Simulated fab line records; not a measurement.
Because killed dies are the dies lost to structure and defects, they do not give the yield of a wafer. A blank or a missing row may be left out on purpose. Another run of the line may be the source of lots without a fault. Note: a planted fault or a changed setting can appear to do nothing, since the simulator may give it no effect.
Matching of chambers ; flow nand-harc ; NHARC_A_STAIRCASE_TRIM_220 on rie-diel-13: 4 sister chambers
The step chemistry O2, time 211.2 s. 18 wafers are shown with their chamber, then 9 later ones without.

EACH WAFER AND ITS CHAMBER
wafer;chamber;drypump-motor-current-A (A);showerhead-plenum-p-Torr (Torr);oes-product-au (a.u.)
L075.1;3;6.4;3.59;1.005
L075.3;2;4.9;3.51;1.012
L075.5;3;6.3;3.59;1.006
L077.1;0;5.6;3.68;0.997
L077.2;3;6.3;3.58;1.000
L077.3;1;5.6;3.37;0.995
L076.2;2;5.0;3.51;1.002
L076.4;0;5.6;3.68;0.997
L076.5;2;5.0;3.51;1.002
L080.1;0;5.6;3.68;0.986
L080.4;2;5.0;3.50;1.006
L080.5;3;6.3;3.58;1.000
L085.1;1;5.6;3.36;0.989
L085.5;1;5.6;3.36;0.993
L085.6;2;5.0;3.49;1.026
L089.1;2;5.0;3.49;1.022
L089.2;0;5.6;3.66;1.006
L089.6;1;5.6;3.35;1.010

SIGNATURES (means of the wafers above)
reading;chamber 0;chamber 1;chamber 2;chamber 3;scatter within a chamber
drypump-motor-current-A;5.600;5.600;4.983;6.325;0.0336
showerhead-plenum-p-Torr;3.6750;3.3600;3.5017;3.5850;0.0088
oes-product-au;0.99650;0.99675;1.01167;1.00275;0.00852
Rule: for a wafer and a chamber, the distance is found by dividing, reading by reading, the gap between the wafer's reading and the chamber's mean by the reading's scatter, squaring, summing and taking the root. If the next closest chamber is less than 2 further off than the closest, the wafer can't be placed; otherwise it belongs to the closest. The scatter is the square root of a quotient: the sum, over the shown wafers, of each reading's squared deviation from its chamber's mean, divided by wafers minus chambers.

WAFERS WHOSE CHAMBER IS MISSING
wafer;drypump-motor-current-A (A);showerhead-plenum-p-Torr (Torr);oes-product-au (a.u.)
L094.3;5.6;3.35;1.003
L094.4;5.6;3.66;0.980
L094.5;5.6;3.35;0.984
L096.1;5.0;3.47;0.997
L096.3;5.6;3.65;0.989
L096.6;5.6;3.65;0.989
L097.1;5.6;3.34;0.986
L097.4;5.6;3.65;0.981
L097.5;5.0;3.47;1.003

CHAMBER TAKEN BY EACH
wafer;from the rows above;in truth
L094.3;1;1
L094.4;0;0
L094.5;1;1
L096.1;2;2
L096.3;0;0
L096.6;0;0
L097.1;1;1
L097.4;0;0
L097.5;2;2
9 of 9 placed correctly. Not placeable from these rows: 0. Placed wrongly: 0.
